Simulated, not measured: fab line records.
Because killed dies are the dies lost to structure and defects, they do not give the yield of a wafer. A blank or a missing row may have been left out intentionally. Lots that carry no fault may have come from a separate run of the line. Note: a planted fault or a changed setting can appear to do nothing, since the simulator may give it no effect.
Split-lot experiment	flow n5_finfet	on a route of 1938 steps: 7 lots, 21 wafers read

== THE SPLIT ==
At N5_BEOL_M10_ETCH_41 (etches SiCN in CH3F/O2, target depth 42.6 nm, time 86 s), the setting source_w was moved away from the recipe's 395 W on 6 of the 21 wafers read, by -14.1% to +7.7%. For the rest of the wafers, this setting stayed at what the recipe calls for.

The reading is taken at the split's own step.

== THE READING ==
rf_vpp_V, in V, at N5_BEOL_M10_ETCH_41 (etches SiCN in CH3F/O2, target depth 42.6 nm, time 86 s). Fault-free wafers of this fab line usually give 297.0 V, standard deviation 1.5 V.

wafer	tool, chamber at the split	source_w as run, W	against the recipe	rf_vpp_V, V	against lot-mates on the recipe
L074.3	rie_diel-02, 1	395	recipe	296.8	-
L074.5	rie_diel-02, 1	395	recipe	296.8	-
L074.6	rie_diel-02, 3	425.5	+7.7%	289.3	-7.5
L075.3	rie_diel-02, 0	395	recipe	296.7	-
L075.4	rie_diel-02, 1	395	recipe	297.7	-
L075.5	rie_diel-02, 1	395	recipe	296.4	-
L078.1	rie_diel-03, 3	395	recipe	295.2	-
L078.2	rie_diel-03, 2	371.3	-6.0%	302.0	+7.1
L078.4	rie_diel-03, 0	395	recipe	294.6	-
L077.2	rie_diel-03, 0	395	recipe	297.4	-
L077.3	rie_diel-03, 3	395	recipe	294.0	-
L077.5	rie_diel-03, 0	395	recipe	294.3	-
L088.1	rie_diel-03, 0	395	recipe	296.3	-
L088.2	rie_diel-03, 2	395	recipe	298.2	-
L088.3	rie_diel-03, 3	353.1	-10.6%	305.2	+7.9
L090.2	rie_diel-02, 3	362.2	-8.3%	306.3	+9.2
L090.3	rie_diel-02, 0	395	recipe	297.1	-
L090.4	rie_diel-02, 1	362.2	-8.3%	304.8	+7.7
L094.3	rie_diel-04, 1	339.5	-14.1%	311.5	+14.9
L094.5	rie_diel-04, 2	395	recipe	296.6	-
L094.6	rie_diel-04, 3	395	recipe	296.5	-

FIT RESULTS
A straight line over all 21 wafers: rf_vpp_V changes by -1.01 V for each +1% of source_w; r = -0.97; the points scatter about the line by 1.2 V.
The same after taking each lot's own level away (the mean of its wafers on the recipe; 21 wafers): -0.983 V for each +1%; r = -0.98; scatter 1 V.
According to that fit, moving source_w by its largest amount changes the reading by 14 V.
The lots' own levels span 294.90 to 297.25 V, that is 1.6 times the standard deviation above.
So the lot-to-lot level changes the slope little: the two slopes agree.
Check: with one of the wafers moved furthest among these (-14.1%) left out of the fit, the line predicts +13.2 V for it against its lot-mates. Against them it came out at +14.9 V.
Tool readings at the split's step, against how far the setting was moved: rf_vpp_V r = -0.97.

== OTHER SPLITS ON THESE WAFERS ==
These wafers also went through other splits before the reading. Each is held against what the fit with the lots' levels taken away leaves over:
other split on the same wafers	wafers away from the commonest value	r with rf_vpp_V (lot level and that fit taken away)
N5_BEOL_M8_ETCH_62 time_s	5	+0.01
N5_BEOL_M9_ILD_DEP_00 time_s	8	+0.11
N5_BEOL_M9_PECVD_70 temp_c	6	+0.06
N5_BEOL_M10_PECVD_70 temp_c	5	+0.11
N5_BEOL_M10_COAT_05 spin_rpm	8	+0.28

== THE WHOLE CHAIN: every reading that the file lists as answering this split, in the file's order ==
step	what it does	reading	change (the file's fit)	r (the file's)
N5_BEOL_M10_ETCH_41	etches SiCN in CH3F/O2, target depth 42.6 nm, time 86 s	rf_vpp_V	-0.978 V for each +1% of the setting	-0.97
N5_BEOL_M10_ETCH_41	etches SiCN in CH3F/O2, target depth 42.6 nm, time 86 s	etch.depth_nm (the simulator's own value, which no gauge read)	+0.162 nm for each +1% of the setting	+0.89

== THE FILE'S OWN FIT ==
rf_vpp_V changes by -0.978 V for each +1% of source_w, r = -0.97.
